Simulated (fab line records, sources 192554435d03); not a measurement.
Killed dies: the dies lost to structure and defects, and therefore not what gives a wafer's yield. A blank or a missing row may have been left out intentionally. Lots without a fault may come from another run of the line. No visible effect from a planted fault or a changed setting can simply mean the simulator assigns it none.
fab line records | flow n5_finfet
record: lots: 8 wafers: 24 last_day: 17
route steps=1938 shown BEOL_M4@1037 PASSIVATION@1936
lots with no fault: from the same line, run without faults
start_h: hours from the record's opening day to when the first of the lot's shown wafers began | wait_h: how many hours have passed since the lot's step before this one | " same as the row above | L1.1+2: a row that stands for several wafers | - no value, or no start given | * or withheld: withheld | < > ~ a bound
route shown NAME@n: NAME is a module with steps in the file, n the number in the route of the first one | usual: mean/standard deviation of fault-free wafers | same: alike in all rows | chamber/n: place in a boat | sites: readings site by site | _std_site: how widely they spread, as a standard deviation | _edge_site: the outer-site mean with the inner-site mean subtracted | radius_mm: for every site, how far away it sits from the centre of the wafer | mask NAME#n: copy n | behind: tool/chamber where the wafer was last shaped | hold: what put the lot on hold/how long, in hours/how the hold closed | device: the n, p or np transistor that did not switch | end of line: tests of these same wafers at the route's end | where a step has no rows: the recipe by itself | killed: dies lost to structure and defects at the first sort, not the wafer's yield | map: a wafer's dies, marking killed ones x, the rest . and places with no die _
set.NAME: the run value of the setting; set.NAME@STEP: its run value at that earlier step | model.NAME: the simulator's own value behind a step, which no gauge read
route steps across a sampled set of lots; one table per step, one row per wafer
services: a tool's chamber out of use, with start hour (start_h, from the record's first day; less than 0 if before it), hours out, and reason
== steps ==
step: N5_BEOL_M4_DESCUM_16
recipe: chemistry: O2 time_s: 7 source_power_w: 50 bias_power_w: 20 pressure_mtorr: 20 rf_frequency_hz: 2.712e+07 temp_c: 40 resist: CAR-EUV o2_flow_sccm: 225
usual: drypump_motor_current_A: 5.8/0.48 oes_product_au: 0.77/0.076 rf_vpp_V: 243.3/1.5 showerhead_plenum_p_Torr: 2.11/0.079 throttle_valve_pct: 20.31/0.24
columns lot.wafer tool chamber start_h wait_h drypump_motor_current_A oes_product_au rf_hours_counter_h rf_vpp_V showerhead_plenum_p_Torr throttle_valve_pct
L320.4 rie_diel-05 2 184.41 0.3 6.3 0.70 198 243.2 2.08 20.55
L320.5 " 1 " " 6.2 0.71 - 242.1 2.05 20.48
L320.6 " 2 " " 6.3 0.69 - 244.4 2.08 20.56
L321.2 rie_diel-03 0 184.60 0.3 6.3 0.91 29 243.4 2.05 20.34
L321.3 " 1 " " 5.6 0.79 103 245.5 2.20 20.08
L321.6 " 2 " " 6.6 0.71 - 244.5 2.15 20.71
L325.1 rie_diel-05 2 220.65 0.1 6.3 0.69 211 241.3 2.07 20.57
L325.3 " 0 " " 5.2 0.69 237 242.8 2.15 20.59
L325.4 " 3 " " 5.4 0.72 207 242.4 2.07 20.55
L329.2 rie_diel-01 3 234.28 0.0 5.1 0.78 82 244.6 2.20 20.11
L329.3 " 2 " " 5.4 0.80 93 243.9 2.21 20.26
L329.6 " 2 " " 5.4 0.80 - 244.6 2.21 20.26
L328.2 rie_diel-03 2 238.69 0.1 6.6 0.69 227 243.5 2.15 20.73
L328.4 " 0 " " 6.3 0.86 48 241.9 2.04 20.35
L328.5 " 0 " " 6.3 0.88 - 241.9 2.04 20.36
L330.4 rie_diel-05 3 244.19 0.3 5.4 0.72 213 243.9 2.06 20.58
L330.5 " 2 " " 6.3 0.69 - 241.1 2.07 20.60
L330.6 " 1 " " 6.2 0.94 - 242.1 2.05 20.17
L338.2 rie_diel-03 1 291.62 0.0 5.7 0.75 140 244.2 2.19 20.13
L338.5 " 0 " " 6.3 0.83 - 242.9 2.04 20.39
L338.6 " 1 " " 5.7 0.75 - 246.0 2.19 20.13
L339.4 rie_diel-03 1 299.57 0.0 5.7 0.76 143 245.5 2.19 20.14
L339.5 " 0 " " 6.3 0.83 - 241.0 2.04 20.39
L339.6 " 1 " " 5.7 0.75 - 244.7 2.19 20.13
step: N5_BEOL_M4_ETCH_70
recipe: chemistry: N2/H2 target: SOC target_depth_a: 800 overetch_a: 240 mask_material: SiARC temp_c: 40 time_s: 130 ion_energy_ev: 200 pressure_mtorr: 30 source_w: 840 bias_w: 150 n2_flow_sccm: 200 h2_flow_sccm: 200
usual: drypump_motor_current_A: 5.8/0.49 h2_flow_sccm: 200.0/0.58 oes_product_au: 0.58/0.058 rf_vpp_V: 524.5/2.7 showerhead_plenum_p_Torr: 2.57/0.097 temp_c: 40.00/0.098 throttle_valve_pct: 17.69/0.28
columns lot.wafer tool chamber start_h wait_h drypump_motor_current_A h2_flow_sccm oes_product_au rf_hours_counter_h rf_vpp_V showerhead_plenum_p_Torr temp_c throttle_valve_pct
L320.4 rie_diel-01 2 186.52 0.0 5.4 199.4 0.60 77 528.8 2.69 39.80 17.59
L320.5 " 2 " " 5.4 199.2 0.60 - 527.3 2.68 39.98 17.59
L320.6 " 3 " " 5.1 200.3 0.59 - 528.4 2.69 39.97 17.62
L321.2 rie_diel-03 3 186.52 0.0 6.3 200.0 0.58 130 521.8 2.44 40.02 17.61
L321.3 " 0 " " 6.3 199.4 0.66 29 523.2 2.48 39.96 17.56
L321.6 " 1 " " 5.7 199.7 0.58 - 527.5 2.66 40.05 17.33
L325.1 rie_diel-03 1 227.44 0.0 5.7 200.3 0.57 118 527.8 2.65 40.05 17.35
L325.3 " 3 " " 6.3 199.8 0.56 144 522.0 2.43 39.81 17.63
L325.4 " 2 " " 6.6 199.1 0.52 224 526.5 2.62 39.97 18.24
L329.2 rie_diel-05 3 243.21 0.0 5.4 200.0 0.53 213 523.6 2.53 39.91 18.02
L329.3 " 2 " " 6.3 200.3 0.51 217 523.1 2.52 39.97 18.03
L329.6 " 3 " " 5.4 200.2 0.53 - 522.3 2.53 39.96 18.03
L330.4 rie_diel-03 0 246.57 0.0 6.3 200.5 0.64 51 523.2 2.47 38.74 17.60
L330.5 " 2 " " 6.6 199.2 0.51 - 524.9 2.62 38.81 18.26
L330.6 " 1 " " 5.7 200.4 0.56 - 529.1 2.65 38.61 17.37
L328.2 rie_diel-03 3 251.61 0.0 6.3 201.2 0.56 153 520.0 2.43 38.60 17.64
L328.4 " 0 " " 6.3 200.7 0.64 53 522.8 2.47 38.62 17.60
L328.5 " 2 " " 6.6 199.1 0.51 - 525.9 2.61 38.80 18.26
L338.2 rie_diel-01 0 298.06 0.0 5.5 200.3 0.65 38 524.7 2.59 40.04 17.24
L338.5 " 1 " " 6.1 199.6 0.51 - 521.0 2.40 40.20 17.72
L338.6 " 2 " " 5.4 199.2 0.57 - 527.5 2.67 40.01 17.65
L339.4 rie_diel-05 2 301.95 0.0 6.3 200.1 0.50 238 522.7 2.51 40.01 18.06
L339.5 " 0 " " 5.2 201.2 0.68 - 524.9 2.60 39.85 17.52
L339.6 " 1 " " 6.1 200.5 0.66 - 521.3 2.49 40.08 17.64
step: N5_BEOL_M4_VIA_ETCH_34
recipe: chemistry: C4F6/O2 target_depth_a: 694 mask_material: SOC pressure_mtorr: 15 ion_energy_ev: 250 taper_deg: 4 time_s: 65.9 source_w: 350 bias_w: 170 Ar_flow_sccm: 300 C4F6_flow_sccm: 10 O2_flow_sccm: 10
usual: drypump_motor_current_A: 5.8/0.49 oes_product_au: 0.78/0.084 rf_vpp_V: 663/5.8 showerhead_plenum_p_Torr: 2.87/0.1 throttle_valve_pct: 30.60/0.27
columns lot.wafer tool chamber start_h wait_h drypump_motor_current_A oes_product_au rf_hours_counter_h rf_vpp_V showerhead_plenum_p_Torr throttle_valve_pct
L320.4 rie_diel-01 2 186.63 0.0 5.4 0.81 77 672 3.00 30.57
L320.5 " 2 " " 5.4 0.82 - 671 3.00 30.58
L320.6 " 3 " " 5.1 0.80 - 667 2.99 30.38
L321.2 rie_diel-03 3 186.63 0.0 6.3 0.78 130 660 2.74 30.57
L321.3 " 0 " " 6.3 0.90 29 653 2.78 30.62
L321.6 " 1 " " 5.7 0.79 - 667 2.99 30.42
L325.1 rie_diel-03 1 227.55 0.0 5.7 0.78 118 665 2.98 30.43
L325.3 " 3 " " 6.3 0.77 144 660 2.73 30.58
L325.4 " 2 " " 6.6 0.70 224 666 2.92 31.11
L329.2 rie_diel-05 3 243.31 0.0 5.3 0.71 213 658 2.81 30.92
L329.3 " 2 " " 6.3 0.69 217 656 2.82 30.94
L329.6 " 3 " " 5.3 0.71 - 658 2.81 30.91
L330.4 rie_diel-03 0 246.68 0.0 6.3 0.86 51 652 2.77 30.64
L330.5 " 2 " " 6.6 0.69 - 666 2.92 31.13
L330.6 " 1 " " 5.7 0.77 - 665 2.98 30.45
L328.2 rie_diel-03 3 251.71 0.0 6.3 0.77 153 659 2.73 30.58
L328.4 " 0 " " 6.3 0.86 53 653 2.77 30.64
L328.5 " 2 " " 6.6 0.69 - 665 2.92 31.12
L338.2 rie_diel-01 0 298.17 0.0 5.5 0.88 38 671 2.89 30.07
L338.5 " 1 " " 6.1 0.69 - 661 2.70 30.54
L338.6 " 2 " " 5.4 0.78 - 669 2.98 30.60
L339.4 rie_diel-05 2 302.06 0.0 6.3 0.67 238 656 2.81 30.94
L339.5 " 0 " " 5.2 0.94 - 664 2.91 30.50
L339.6 " 1 " " 6.2 0.88 - 658 2.77 30.53
step: N5_BEOL_M4_STRIP_36
recipe: chemistry: N2/H2 power_w: 450 temp_c: 40 pressure_mtorr: 20 rf_frequency_hz: 6e+07 overash_fraction: 0.3 bias_power_w: 7 h2_frac: 0.5 n2_flow_sccm: 200 h2_flow_sccm: 200
usual: drypump_motor_current_A: 5.8/0.49 h2_flow_sccm: 199.9/0.53 oes_product_au: 0.78/0.083 rf_vpp_V: 59.1/1.7 showerhead_plenum_p_Torr: 2.56/0.097 throttle_valve_pct: 23.5/0.34
columns lot.wafer tool chamber start_h wait_h drypump_motor_current_A h2_flow_sccm oes_product_au rf_hours_counter_h rf_vpp_V showerhead_plenum_p_Torr throttle_valve_pct
L320.4 rie_diel-01 2 186.69 0.0 5.4 199.8 0.81 77 60.3 2.68 23.5
L320.5 " 2 " " 5.4 199.2 0.83 - 59.0 2.68 23.5
L320.6 " 3 " " 5.1 200.9 0.80 - 59.2 2.69 23.6
L321.2 rie_diel-03 3 186.69 0.0 6.3 199.6 0.80 130 57.6 2.44 23.3
L321.3 " 0 " " 6.3 199.7 0.90 29 57.2 2.48 23.3
L321.6 " 1 " " 5.7 200.5 0.78 - 58.8 2.66 23.0
L325.1 rie_diel-03 1 227.61 0.0 5.7 199.1 0.78 118 58.2 2.65 23.0
L325.3 " 3 " " 6.3 200.2 0.77 144 58.0 2.43 23.3
L325.4 " 2 " " 6.6 199.1 0.70 224 57.5 2.61 24.1
L329.2 rie_diel-05 3 243.37 0.0 5.4 200.0 0.72 213 59.1 2.52 23.8
L329.3 " 2 " " 6.3 200.5 0.69 217 60.1 2.52 23.9
L329.6 " 3 " " 5.3 200.6 0.70 - 59.0 2.52 23.9
L330.4 rie_diel-03 0 246.74 0.0 6.3 199.4 0.86 51 59.8 2.47 23.4
L330.5 " 2 " " 6.6 200.1 0.69 - 59.8 2.61 24.2
L330.6 " 1 " " 5.7 200.4 0.77 - 60.3 2.65 23.0
L328.2 rie_diel-03 3 251.78 0.0 6.3 199.8 0.76 153 58.5 2.43 23.3
L328.4 " 0 " " 6.3 200.6 0.86 53 56.7 2.47 23.4
L328.5 " 2 " " 6.6 199.9 0.69 - 58.3 2.61 24.2
L338.2 rie_diel-01 0 298.23 0.0 5.5 200.3 0.89 38 63.7 2.59 23.0
L338.5 " 1 " " 6.1 200.0 0.68 - 57.0 2.40 23.4
L338.6 " 2 " " 5.4 199.6 0.78 - 59.9 2.66 23.5
L339.4 rie_diel-05 2 302.12 0.0 6.3 199.3 0.68 238 58.7 2.51 23.9
L339.5 " 0 " " 5.2 200.6 0.94 - 56.4 2.60 23.4
L339.6 " 1 " " 6.2 199.3 0.88 - 58.7 2.48 23.6
step: N5_BEOL_M4_RC_MEAS_101
usual: DIBL_N: 36.3/1.4 DIBL_P: 35.7/1.5 IOFF_N: 0.155/0.022 IOFF_P: 0.204/0.027 ION_N: 671/9 ION_P: 459/6.2 SS_N: 71.5/0.54 SS_P: 73.1/0.56 VT_N: 250.2/2.6 VT_P: -251/3.3
columns lot.wafer tool chamber start_h wait_h DIBL_N[mV/V] DIBL_P[mV/V] IOFF_N[nA/um] IOFF_P[nA/um] ION_N[uA/um] ION_P[uA/um] SS_N[mV/dec] SS_P[mV/dec] VT_N[mV] VT_P[mV]
L320.4 prober-02 0 191.64 0.5 36.2 35.2 0.150 0.229 666 468 71.1 73.1 252.7 -247
L320.5 " 0 " " 34.4 33.4 0.129 0.214 670 471 70.6 72.0 251.9 -250
L320.6 " 0 " " 36.4 34.8 0.161 0.235 667 461 70.9 73.4 248.3 -247
L321.2 prober-01 0 192.17 0.6 37.8 37.2 0.193 0.243 674 465 71.1 74.0 246.9 -246
L321.3 " 0 " " 35.7 35.6 0.148 0.210 670 464 70.6 73.3 250.1 -248
L321.6 " 0 " " 36.8 37.0 0.185 0.239 691 470 71.4 73.5 247.2 -246
L325.1 prober-01 0 232.23 0.0 34.8 33.3 0.128 0.189 669 468 72.3 73.1 252.8 -247
L325.3 " 0 " " 36.0 35.0 0.153 0.218 679 465 71.9 72.9 248.1 -248
L325.4 " 0 " " 36.4 35.6 0.152 0.225 662 464 71.5 72.9 250.0 -247
L329.2 prober-01 0 247.77 0.2 35.8 33.7 0.151 0.171 668 451 72.0 73.8 252.2 -260
L329.3 " 0 " " 36.0 34.3 0.158 0.180 682 462 70.8 73.5 250.4 -255
L329.6 " 0 " " 36.3 33.9 0.159 0.179 673 457 71.1 74.0 250.6 -255
L330.4 prober-01 0 253.56 0.5 36.8 34.0 0.151 0.169 666 454 71.4 72.9 248.8 -257
L330.5 " 0 " " 36.0 33.6 0.138 0.161 667 451 71.5 72.5 253.7 -254
L330.6 " 0 " " 35.6 33.8 0.136 0.166 671 457 71.4 73.1 252.2 -256
L328.2 prober-01 0 256.94 0.2 35.5 37.0 0.149 0.189 677 458 71.5 73.8 249.4 -251
L328.4 " 0 " " 35.8 36.9 0.160 0.193 672 457 71.5 72.9 250.1 -254
L328.5 " 0 " " 34.5 36.1 0.144 0.182 668 454 71.3 73.4 250.6 -250
L338.2 prober-01 0 302.79 0.2 33.6 33.7 0.105 0.161 653 456 71.3 72.2 254.8 -251
L338.5 " 0 " " 36.1 36.6 0.139 0.207 663 461 71.6 73.2 251.6 -251
L338.6 " 0 " " 33.8 33.5 0.106 0.159 644 452 70.9 72.9 255.0 -254
L339.4 prober-01 0 307.64 0.5 35.3 34.7 0.137 0.179 669 460 71.7 72.8 250.5 -255
L339.5 " 0 " " 37.3 35.9 0.166 0.192 671 452 71.9 72.1 249.3 -252
L339.6 " 0 " " 35.1 34.5 0.135 0.178 668 457 71.5 72.3 253.9 -253
step: N5_PASSIVATION_PROBE_49
usual: defect_limited_yield: 91.0/1.5 killed_at_M0_to_M3: 36/12 killed_at_M4_up: 14/5.5 killed_at_contacts: 11/4.8 killed_at_front_end: 42/12 killed_at_other: 3.7/2.7 killed_dies: 106/18 killed_on_rim: 13/4.5 killed_open: 70/13 killed_short: 35/8.2 sort_bin_5_function: 5.3/1 sort_bin_6_memory: 3.3/0.69 sort_bin_8_speed: 0.00/0.007 sort_n_pass: 1074/18 sort_yield_pct: 91.0/1.5
same: gross_dies: 1180 killed_at_back_side: 0 sort_bin_4_leakage[%]: 0
columns lot.wafer tool chamber start_h wait_h defect_limited_yield[%] killed_at_M0_to_M3 killed_at_M4_up killed_at_contacts killed_at_front_end killed_at_other killed_dies killed_on_rim killed_open killed_short sort_bin_5_function[%] sort_bin_6_memory[%] sort_bin_8_speed[%] sort_n_pass sort_yield_pct[%]
L320.4 prober-01 - 299.74 0.2 90.9 31 15 13 41 7 107 17 63 40 5.6 2.8 0 1073 90.9
L320.5 prober-01 - 299.79 0.2 92.0 30 12 12 31 9 94 4 54 39 4.9 2.9 0 1086 92.0
L320.6 prober-01 - 299.84 0.3 92.9 17 15 6 46 0 84 14 51 27 4.0 2.7 0 1096 92.9
L321.2 prober-01 - 300.51 0.1 88.7 51 12 11 55 4 133 14 89 42 7.3 3.6 0 1047 88.7
L321.3 prober-01 - 300.56 0.1 92.0 27 16 13 32 6 94 10 54 39 4.7 2.8 0 1086 92.0
L321.6 prober-01 - 300.71 0.3 89.8 38 17 11 51 3 120 16 87 32 5.9 4.0 0 1060 89.8
L325.1 prober-01 - 332.72 0.0 89.7 38 14 14 52 3 121 19 82 33 6.3 3.8 0 1059 89.7
L325.3 prober-01 - 332.82 0.1 90.7 37 12 7 46 8 110 16 74 34 5.0 4.2 0 1070 90.7
L325.4 prober-01 - 332.87 0.2 88.1 54 25 3 52 6 140 15 88 50 6.9 4.7 0 1040 88.1
L330.4 prober-01 - 348.74 0.2 88.3 60 14 8 53 3 138 24 80 56 7.5 3.5 0 1042 88.3
L330.5 prober-01 - 348.79 0.3 90.2 60 15 12 29 0 116 18 71 42 6.7 2.9 0 1064 90.2
L330.6 prober-01 - 348.84 0.3 91.4 45 7 14 34 2 102 9 64 37 5.8 2.5 0 1078 91.4
L329.2 prober-01 - 355.95 0.1 91.0 27 7 13 57 2 106 8 73 30 5.5 3.1 0 1074 91.0
L329.3 prober-01 - 356.00 0.1 90.9 43 9 10 40 5 107 3 72 34 5.6 3.0 0 1073 90.9
L329.6 prober-01 - 356.15 0.3 91.4 34 4 10 51 3 102 16 70 32 4.7 3.6 0 1078 91.4
L328.2 prober-01 - 361.68 0.1 92.9 37 13 8 22 4 84 8 60 22 5.0 1.9 0 1096 92.9
L328.4 prober-01 - 361.78 0.2 91.4 32 13 26 30 1 102 9 71 27 5.3 2.9 0.08 1078 91.4
L328.5 prober-01 - 361.83 0.2 92.1 44 14 8 26 1 93 11 67 26 5.5 2.2 0 1087 92.1
L338.2 prober-01 - 406.11 0.1 91.6 22 17 11 44 5 99 15 65 34 4.8 3.3 0 1081 91.6
L338.5 prober-01 - 406.26 0.2 92.8 26 11 8 36 4 85 6 53 28 4.1 2.8 0 1095 92.8
L338.6 prober-01 - 406.31 0.3 91.5 31 26 8 28 7 100 7 69 30 5.3 3.1 0 1080 91.5
L339.4 prober-01 - 413.60 0.2 92.9 26 20 16 18 4 84 14 54 29 4.5 2.5 0 1096 92.9
L339.5 prober-01 - 413.65 0.2 93.3 26 6 8 26 13 79 10 55 23 3.8 2.8 0 1101 93.3
L339.6 prober-01 - 413.70 0.3 93.2 28 8 10 31 3 80 9 51 25 3.4 3.2 0 1100 93.2
killed by level:class
L320.4 FIN_SAQP:geometric_particle:open=14 MOL_CONTACT_COAG:geometric_particle:open=10 FIN_SAQP:geometric_particle:short=8 BEOL_M3:geometric_particle:open=7 BEOL_M1:geometric_particle:open=6 BEOL_M0_SAQP:geometric_particle:short=5 GATE_CUT:geometric_particle:short=5 PASS1_CAP:geometric_particle:open=4
L320.5 BEOL_M1:geometric_particle:open=9 FIN_SAQP:geometric_particle:open=6 DUMMY_GATE:geometric_particle:open=6 MOL_CONTACT_COAG:geometric_particle:short=6 MOL_CONTACT_COAG:geometric_particle:open=6 FIN_SAQP:geometric_particle:short=5 BEOL_M1:geometric_particle:short=5 BEOL_M0_SAQP:geometric_particle:short=4
L320.6 FIN_SAQP:geometric_particle:open=10 FIN_SAQP:geometric_particle:short=7 STI_FIN_REVEAL:geometric_particle:open=6 BEOL_M3:geometric_particle:open=6 MOL_CONTACT_COAG:geometric_particle:open=5 ILD0:geometric_particle:open=4 GATE_CUT:geometric_particle:short=4 BEOL_M7:geometric_particle:open=4
L321.2 STI_FIN_REVEAL:geometric_particle:open=21 BEOL_M3:geometric_particle:open=13 BEOL_M0_SAQP:geometric_particle:open=12 BEOL_M0_SAQP:geometric_particle:short=11 BEOL_M1:geometric_particle:open=8 FIN_SAQP:geometric_particle:short=7 DUMMY_GATE:geometric_particle:open=6 MOL_CONTACT_COAG:geometric_particle:open=6
L321.3 BEOL_M2:geometric_particle:open=11 MOL_CONTACT_COAG:geometric_particle:open=9 STI_FIN_REVEAL:geometric_particle:open=5 FIN_SAQP:geometric_particle:short=4 DUMMY_GATE:geometric_particle:open=4 GATE_CUT:geometric_particle:open=4 GATE_CUT:geometric_particle:short=4 MOL_CONTACT_COAG:geometric_particle:short=4
L321.6 STI_FIN_REVEAL:geometric_particle:open=22 FIN_SAQP:geometric_particle:open=9 MOL_CONTACT_COAG:geometric_particle:open=9 BEOL_M3:geometric_particle:open=8 BEOL_M0_SAQP:geometric_particle:open=7 BEOL_M0_SAQP:geometric_particle:short=6 BEOL_M2:geometric_particle:open=6 BEOL_M4:geometric_particle:open=6
L325.1 STI_FIN_REVEAL:geometric_particle:open=13 MOL_CONTACT_COAG:geometric_particle:open=12 FIN_SAQP:geometric_particle:open=10 BEOL_M3:geometric_particle:open=9 FIN_SAQP:geometric_particle:short=8 BEOL_M2:geometric_particle:open=6 GATE_CUT:geometric_particle:short=5 BEOL_M0_SAQP:geometric_particle:short=5
L325.3 STI_FIN_REVEAL:geometric_particle:open=15 GATE_CUT:geometric_particle:short=11 BEOL_M1:geometric_particle:open=11 BEOL_M2:geometric_particle:open=9 BEOL_M0_SAQP:geometric_particle:open=7 FIN_SAQP:geometric_particle:short=5 GATE_CUT:geometric_particle:open=5 MOL_CONTACT_COAG:geometric_particle:open=5
L325.4 STI_FIN_REVEAL:geometric_particle:open=13 BEOL_M0_SAQP:geometric_particle:open=10 BEOL_M3:geometric_particle:open=9 BEOL_M4:geometric_particle:open=9 FIN_SAQP:geometric_particle:short=8 GATE_CUT:geometric_particle:short=8 BEOL_M1:geometric_particle:open=8 BEOL_M2:geometric_particle:open=8
L330.4 BEOL_M0_SAQP:geometric_particle:short=14 BEOL_M1:geometric_particle:open=12 FIN_SAQP:geometric_particle:short=10 STI_FIN_REVEAL:geometric_particle:open=10 BEOL_M0_SAQP:geometric_particle:open=10 MOL_CONTACT_COAG:geometric_particle:open=7 BEOL_M1:geometric_particle:short=7 FIN_SAQP:geometric_particle:open=6
L330.5 BEOL_M1:geometric_particle:open=13 BEOL_M2:geometric_particle:open=13 BEOL_M1:geometric_particle:short=9 MOL_CONTACT_COAG:geometric_particle:open=8 BEOL_M0_SAQP:geometric_particle:short=8 BEOL_M0_SAQP:geometric_particle:open=8 STI_FIN_REVEAL:geometric_particle:open=7 BEOL_M4:geometric_particle:open=5
L330.6 MOL_CONTACT_COAG:geometric_particle:open=11 BEOL_M2:geometric_particle:open=11 FIN_SAQP:geometric_particle:short=8 BEOL_M0_SAQP:geometric_particle:open=8 BEOL_M0_SAQP:geometric_particle:short=8 STI_FIN_REVEAL:geometric_particle:open=6 BEOL_M2:geometric_particle:short=6 BEOL_M3:geometric_particle:open=6
L329.2 DUMMY_GATE:geometric_particle:open=18 MOL_CONTACT_COAG:geometric_particle:open=10 STI_FIN_REVEAL:geometric_particle:open=9 FIN_SAQP:geometric_particle:open=7 STARTING-WAFER:geometric_particle:short=7 BEOL_M2:geometric_particle:open=6 BEOL_M0_SAQP:geometric_particle:short=5 BEOL_M0_SAQP:geometric_particle:open=5
L329.3 STI_FIN_REVEAL:geometric_particle:open=12 BEOL_M2:geometric_particle:open=9 BEOL_M0_SAQP:geometric_particle:open=8 FIN_SAQP:geometric_particle:open=6 MOL_CONTACT_COAG:geometric_particle:open=6 BEOL_M0_SAQP:geometric_particle:short=6 BEOL_M1:geometric_particle:open=6 DUMMY_GATE:geometric_particle:open=4
L329.6 STI_FIN_REVEAL:geometric_particle:open=16 BEOL_M0_SAQP:geometric_particle:short=13 MOL_CONTACT_COAG:geometric_particle:open=10 FIN_SAQP:geometric_particle:open=9 DUMMY_GATE:geometric_particle:open=7 BEOL_M0_SAQP:geometric_particle:open=6 BEOL_M1:geometric_particle:open=5 GATE_CUT:geometric_particle:short=4
L328.2 BEOL_M3:geometric_particle:open=21 BEOL_M4:geometric_particle:open=7 MOL_CONTACT_COAG:geometric_particle:open=5 STARTING-WAFER:geometric_particle:open=5 FIN_SAQP:geometric_particle:open=3 STI_FIN_REVEAL:geometric_particle:open=3 DUMMY_GATE:geometric_particle:open=3 MOL_CONTACT_COAG:geometric_particle:short=3
L328.4 MOL_CONTACT_COAG:geometric_particle:open=20 BEOL_M3:geometric_particle:open=10 BEOL_M1:geometric_particle:open=7 BEOL_M4:geometric_particle:open=7 FIN_SAQP:geometric_particle:short=6 MOL_CONTACT_COAG:geometric_particle:short=6 BEOL_M0_SAQP:geometric_particle:open=6 STI_FIN_REVEAL:geometric_particle:open=5
L328.5 BEOL_M1:geometric_particle:open=10 BEOL_M0_SAQP:geometric_particle:short=9 STI_FIN_REVEAL:geometric_particle:open=7 BEOL_M0_SAQP:geometric_particle:open=7 BEOL_M2:geometric_particle:open=7 BEOL_M3:geometric_particle:open=7 DUMMY_GATE:geometric_particle:open=6 MOL_CONTACT_COAG:geometric_particle:open=6
L338.2 FIN_SAQP:geometric_particle:open=12 BEOL_M4:geometric_particle:open=10 MOL_CONTACT_COAG:geometric_particle:open=9 GATE_CUT:geometric_particle:short=8 FIN_SAQP:geometric_particle:short=7 DUMMY_GATE:geometric_particle:open=5 BEOL_M0_SAQP:geometric_particle:open=5 BEOL_M3:geometric_particle:open=5
L338.5 BEOL_M3:geometric_particle:open=7 FIN_SAQP:geometric_particle:short=6 BEOL_M1:geometric_particle:open=6 FIN_SAQP:geometric_particle:open=5 DUMMY_GATE:geometric_particle:open=5 MOL_CONTACT_COAG:geometric_particle:open=5 BEOL_M1:geometric_particle:short=4 BEOL_M2:geometric_particle:open=4
L338.6 BEOL_M4:geometric_particle:open=13 BEOL_M5:geometric_particle:open=9 DUMMY_GATE:geometric_particle:open=7 MOL_CONTACT_COAG:geometric_particle:open=7 BEOL_M1:geometric_particle:open=7 BEOL_M2:geometric_particle:open=7 BEOL_M3:geometric_particle:open=5 BEOL_M3:geometric_particle:short=5
L339.4 MOL_CONTACT_COAG:geometric_particle:open=11 BEOL_M4:geometric_particle:short=10 BEOL_M0_SAQP:geometric_particle:open=6 BEOL_M2:geometric_particle:open=6 BEOL_M3:geometric_particle:open=6 MOL_CONTACT_COAG:geometric_particle:short=5 DUMMY_GATE:geometric_particle:open=4 FIN_SAQP:geometric_particle:open=3
L339.5 BEOL_M3:geometric_particle:open=10 FIN_SAQP:geometric_particle:open=6 MOL_CONTACT_COAG:geometric_particle:open=6 BEOL_M0:geometric_particle:open=6 ILD0:geometric_particle:open=4 STARTING-WAFER:geometric_particle:short=4 DUMMY_GATE:geometric_particle:open=3 BEOL_M0_SAQP:geometric_particle:open=3
L339.6 BEOL_M3:geometric_particle:open=11 MOL_CONTACT_COAG:geometric_particle:open=9 GATE_CUT:geometric_particle:short=7 BEOL_M0_SAQP:geometric_particle:open=7 STI_FIN_REVEAL:geometric_particle:open=6 ILD0:geometric_particle:short=4 BEOL_M4:geometric_particle:short=4 BEOL_M0:geometric_particle:open=3
== services ==
columns tool chamber start_h hours kind
rie_diel-01 0 162.56 - clean
rie_diel-01 0 162.56 - consumable_replace:esc
rie_diel-01 0 162.56 - consumable_replace:focus_ring
rie_diel-01 0 162.56 21.0 scheduled_down
rie_diel-01 0 162.56 21.0 vent_cycle
rie_diel-05 1 202.25 - clean
rie_diel-05 1 202.25 - consumable_replace:focus_ring
rie_diel-05 1 202.25 14.5 scheduled_down
rie_diel-05 1 202.25 14.5 vent_cycle
rie_diel-01 0 225.59 5.0 repair
rie_diel-01 1 246.01 6.7 repair
rie_diel-05 0 261.01 - clean
rie_diel-05 0 261.01 - consumable_replace:focus_ring
rie_diel-05 0 261.01 24.8 scheduled_down
rie_diel-05 0 261.01 24.8 vent_cycle
rie_diel-01 1 300.08 2.1 repair
== key ==
first_sign: step: N5_BEOL_M4_ETCH_70 reading: temp_c direction: down sigmas: 13 usual: * struck: *
effect none on later readings
met_at N5_BEOL_M4_ETCH_70
struck_lots L328,L330
not_acting_at N5_BEOL_M4_DESCUM_16,N5_BEOL_M4_VIA_ETCH_34,N5_BEOL_M4_STRIP_36
onset_between 227.44 246.57
fault: kind: process_parameter_drift tool: rie_diel-03 chamber: - onset_h: 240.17 steps: N5_BEOL_M4_ETCH_70 channel: temp_c offset: * shape: step end_h: 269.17 acts_in: * stated: *
